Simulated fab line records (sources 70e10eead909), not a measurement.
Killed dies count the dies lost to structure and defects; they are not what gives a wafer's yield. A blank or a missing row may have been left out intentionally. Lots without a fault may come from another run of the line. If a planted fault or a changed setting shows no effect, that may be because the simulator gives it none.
What tool caused it? ; flow nand_harc ; 36 wafers from 12 lots sampled at 5 of the route's 1302 steps

== WHAT THE GAUGES SHOWED, per wafer ==
NHARC_END_SORT_01. Usual: killed_at_array 54, standard deviation 12; killed_at_other 0.7, standard deviation 1.1; killed_at_periphery 3.9, standard deviation 2.8; killed_dies 59, standard deviation 13; killed_open 3.4, standard deviation 2; killed_short 2.5, standard deviation 1.7.
lot;measured;on;killed_at_array;killed_at_other;killed_at_periphery;killed_dies;killed_open;killed_short;flag
L696;day 24 18:27;prober-01;89 73 82;0 0 0;3 5 3;92 78 85;3 2 2;4 4 1;
L695;day 25 02:08;prober-01;44 49 48;1 1 1;5 7 5;50 57 54;6 8 7;5 4 2;
L698;day 25 17:43;prober-01;47 75 64;0 0 0;6 4 2;53 79 66;0 2 3;0 4 0;
L700;day 25 15:37;prober-02;57 63 66;0 2 0;5 4 6;62 69 72;4 2 2;2 4 0;
L699;day 26 00:58;prober-02;38 43 42;1 0 1;4 1 1;43 44 44;3 2 1;2 3 3;
L703;day 27 15:32;prober-02;55 53 45;1 1 0;5 8 2;61 62 47;5 4 2;0 5 0;
L704;day 28 03:53;prober-01;54 52 60;3 3 4;4 2 2;61 57 66;5 2 4;3 1 0;
L707;day 29 08:16;prober-01;68 81 67;0 0 0;4 2 1;72 83 68;6 9 4;3 2 0;
L712;day 31 16:37;prober-02;68 61 675;0 1 0;2 4 2;70 66 677;5 3 3;5 3 2;OFF
L714;day 32 09:04;prober-01;50 45 660;0 1 3;3 9 7;53 55 670;6 1 1;6 4 0;OFF
L715;day 32 21:02;prober-02;46 60 75;0 1 0;3 5 2;49 66 77;4 5 5;2 4 3;
L718;day 33 05:47;prober-02;37 45 40;1 0 3;6 1 7;44 46 50;1 2 5;2 3 0;

== WHAT TOOL EACH LOT RAN ON (gives the tool, then ch and the chambers of the sampled wafers, and finally the start) ==
lot;NHARC_A_SGD_CUT_ETCH_16;NHARC_A_SGD_CUT_STRIP_17;NHARC_A_SLIT_DEP_23;NHARC_A_SLIT_ETCH_24
L696;rie_diel-13 ch 0,3, day 20 03:40 or earlier;rie_diel-13 ch 2,3, day 20 03:40 or earlier;pecvd-03 ch 0,1,2, day 20 03:40;rie_diel-09 ch 1,2, day 20 04:43
L695;rie_diel-07 ch 0,1, day 20 09:55 or earlier;rie_diel-07 ch 0,1,3, day 20 09:55 or earlier;pecvd-04 ch 0,1,2, day 20 09:55;rie_diel-12 ch 0,1,3, day 20 10:52
L698;rie_diel-10 ch 1,2,3, day 20 22:36 or earlier;rie_diel-10 ch 0,2,3, day 20 22:36 or earlier;pecvd-01 ch 0,1,2, day 20 22:36;rie_diel-09 ch 0,1,3, day 20 23:31
L700;rie_diel-07 ch 0,1, day 20 22:28 or earlier;rie_diel-07 ch 0,2, day 20 22:28 or earlier;pecvd-04 ch 0,1,2, day 20 22:28;rie_diel-03 ch 1,3, day 20 23:19
L699;rie_diel-13 ch 0,1,3, day 21 10:40 or earlier;rie_diel-13 ch 0,1,3, day 21 10:40 or earlier;pecvd-03 ch 0,1,2, day 21 10:40;rie_diel-09 ch 1,3, day 21 11:34
L703;rie_diel-10 ch 1,2,3, day 23 02:55 or earlier;rie_diel-10 ch 0,1,3, day 23 02:55 or earlier;pecvd-01 ch 0,1, day 23 02:55;rie_diel-09 ch 1,2,3, day 23 03:53
L704;rie_diel-10 ch 0,1,3, day 23 17:23 or earlier;rie_diel-10 ch 0,1,3, day 23 17:23 or earlier;pecvd-04 ch 0,2, day 23 17:23;rie_diel-09 ch 1,2,3, day 23 18:27
L707;rie_diel-10 ch 1,2,3, day 24 21:50 or earlier;rie_diel-10 ch 2,3, day 24 21:50 or earlier;pecvd-04 ch 0,1, day 24 21:50;rie_diel-03 ch 0,3, day 24 22:47
L712;rie_diel-10 ch 0,2,3, day 27 01:25 or earlier;rie_diel-10 ch 0,3, day 27 01:25 or earlier;pecvd-01 ch 0,1, day 27 01:25;rie_diel-09 ch 2,3, day 27 02:16
L714;rie_diel-07 ch 2,3, day 27 20:32 or earlier;rie_diel-07 ch 1,3, day 27 20:32 or earlier;pecvd-03 ch 1,2, day 27 20:32;rie_diel-09 ch 0,3, day 27 21:22
L715;rie_diel-10 ch 0,1,3, day 27 23:37 or earlier;rie_diel-10 ch 0,1,3, day 27 23:37 or earlier;pecvd-01 ch 0,1,2, day 27 23:37;rie_diel-12 ch 0,1,3, day 28 00:35
L718;rie_diel-13 ch 1,2,3, day 28 22:11 or earlier;rie_diel-13 ch 0,2,3, day 28 22:11 or earlier;pecvd-01 ch 0,1,2, day 28 22:11;rie_diel-12 ch 1,2,3, day 28 22:59
- NHARC_A_SGD_CUT_ETCH_16: etches the open film in C4F8/O2/Ar, target depth 310.5 nm, time 155.2 s.
- NHARC_A_SGD_CUT_STRIP_17: strips in O2.
- NHARC_A_SLIT_DEP_23: deposits SiON, target thk 100 nm.
- NHARC_A_SLIT_ETCH_24: etches the open film in CF4/CHF3, target depth 121 nm, time 60.5 s.

== WHAT THE TOOLS THEMSELVES READ (means of the sampled wafers that have a number; where no wafer has one, the mark that the record gives instead) ==
NHARC_A_SGD_CUT_ETCH_16. Usual: oes_product_au 0.973 a.u., standard deviation 0.017; rf_vpp_V 722 V, standard deviation 4.7; run_length_s 176.5 s, standard deviation 0.4.
lot;tool;oes_product_au (a.u.);rf_vpp_V (V);run_length_s (s);flag
L696;rie_diel-13;0.958;720;176.7;
L695;rie_diel-07;0.966;724;176.5;
L698;rie_diel-10;0.984;719;176.3;
L700;rie_diel-07;0.967;724;176.5;
L699;rie_diel-13;0.977;723;176.7;
L703;rie_diel-10;0.985;718;176.4;
L704;rie_diel-10;0.976;718;176.4;
L707;rie_diel-10;0.980;718;176.7;
L712;rie_diel-10;0.996;718;176.2;
L714;rie_diel-07;0.966;724;176.2;
L715;rie_diel-10;0.991;719;176.0;
L718;rie_diel-13;0.958;727;176.6;

NHARC_A_SGD_CUT_STRIP_17. Usual: drypump_motor_current_A 5.8 A, standard deviation 0.35; oes_product_au 1.001 a.u., standard deviation 0.014; rf_vpp_V 57.7 V, standard deviation 0.91; showerhead_plenum_p_Torr 3.48 Torr, standard deviation 0.16; throttle_valve_pct 17.037 %, standard deviation 0.0094.
lot;tool;drypump_motor_current_A (A);oes_product_au (a.u.);rf_vpp_V (V);showerhead_plenum_p_Torr (Torr);throttle_valve_pct (%);flag
L696;rie_diel-13;5.5;0.995;58.0;3.67;17.036;
L695;rie_diel-07;5.7;0.996;57.3;3.59;17.039;
L698;rie_diel-10;5.7;1.007;57.1;3.36;17.035;
L700;rie_diel-07;5.7;0.998;57.1;3.47;17.040;
L699;rie_diel-13;5.7;1.000;58.6;3.49;17.024;
L703;rie_diel-10;5.9;1.003;57.4;3.38;17.044;
L704;rie_diel-10;5.9;1.000;57.7;3.38;17.043;
L707;rie_diel-10;5.7;1.007;56.6;3.34;17.041;
L712;rie_diel-10;5.5;1.018;57.0;3.34;17.036;
L714;rie_diel-07;5.9;0.989;58.0;3.63;17.036;
L715;rie_diel-10;5.9;1.029;58.1;3.37;17.034;
L718;rie_diel-13;5.4;1.004;57.6;3.51;17.041;

NHARC_A_SLIT_DEP_23. Usual: heater_power_w reads 750 W (standard deviation 96).
lot;tool;heater_power_w (W);flag
L696;pecvd-03;723;
L695;pecvd-04;755;
L698;pecvd-01;784;
L700;pecvd-04;782;
L699;pecvd-03;696;
L703;pecvd-01;851;
L704;pecvd-04;761;
L707;pecvd-04;667;
L712;pecvd-01;801;
L714;pecvd-03;754;
L715;pecvd-01;786;
L718;pecvd-01;816;

NHARC_A_SLIT_ETCH_24. Usual: drypump_motor_current_A 6.0 A, standard deviation 0.41; oes_product_au 0.958 a.u., standard deviation 0.017; rf_vpp_V 370.4 V, standard deviation 1.7; run_length_s 82.0 s, standard deviation 0.42; showerhead_plenum_p_Torr 1.56 Torr, standard deviation 0.043; throttle_valve_pct 16.804 %, standard deviation 0.0091.
lot;tool;drypump_motor_current_A (A);oes_product_au (a.u.);rf_vpp_V (V);run_length_s (s);showerhead_plenum_p_Torr (Torr);throttle_valve_pct (%);flag
L696;rie_diel-09;6.1;0.945;371.9;82.5;1.60;16.807;
L695;rie_diel-12;6.1;0.959;370.9;81.5;1.58;16.811;
L698;rie_diel-09;6.0;0.951;370.0;82.0;1.56;16.813;
L700;rie_diel-03;5.9;0.966;371.3;82.0;1.58;16.800;
L699;rie_diel-09;6.2;0.945;370.6;82.1;1.58;16.807;
L703;rie_diel-09;6.2;0.921;370.9;82.1;1.59;16.803;
L704;rie_diel-09;6.2;0.952;371.3;82.1;1.59;16.798;
L707;rie_diel-03;6.3;0.966;370.4;82.1;1.57;16.799;
L712;rie_diel-09;6.1;0.945;371.4;77.2;1.60;16.806;OFF
L714;rie_diel-09;6.1;0.958;370.5;76.9;1.54;16.804;OFF
L715;rie_diel-12;6.0;0.978;370.2;81.7;1.57;16.798;
L718;rie_diel-12;5.9;0.965;370.1;81.8;1.54;16.807;

== THE ANSWER, worked out from the rows above alone ==
Rule: lot off if the mean of its wafers having a number is beyond 3 standard deviations from the usual mean. A lot without any number at a reading at which 4 lots or more have one is off too. All remaining lots with rows at the step are treated as sound. After the gauges, taken in route order, come the tools' own readings; for these a lot's mean is taken, as printed above. The first step at which some lot is off is used, and at that step the reading that is off furthest; a lot without a number counts as furthest.
Off: L712, L714, at NHARC_END_SORT_01 (killed_at_array).
A tool fits if, at a process step before that reading, it ran every lot that is off, and no sound lot after the first of them. Not tried: the gauges at NHARC_END_SORT_01; whatever is off there is also off at NHARC_A_SLIT_ETCH_24, on other tools, and gauge error can't account for it. NHARC_A_SGD_CUT_ETCH_16 gives no start for some lots, so the hours and the order of its lots are those of NHARC_A_SLIT_DEP_23. NHARC_A_SGD_CUT_STRIP_17 gives no start for some lots, so the hours and the order of its lots are those of NHARC_A_SLIT_DEP_23. One fits: rie_diel-09 at NHARC_A_SLIT_ETCH_24. Its last sound lot is L704 (day 23 18:27), its first lot that is off L712 (day 27 02:16): a fault that began between those two fits.
The tool's own readings at NHARC_A_SLIT_ETCH_24 bear it out: on the lots that are off they differ by more than 5 times the standard deviation of the sound lots' means. run_length_s reads 77.1 s there against 82.0 s on the sound lots.

== WHAT THE SIMULATOR HAD PUT IN ==
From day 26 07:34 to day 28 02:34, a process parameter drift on rie_diel-09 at NHARC_A_SLIT_ETCH_24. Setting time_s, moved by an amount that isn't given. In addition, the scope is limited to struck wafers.
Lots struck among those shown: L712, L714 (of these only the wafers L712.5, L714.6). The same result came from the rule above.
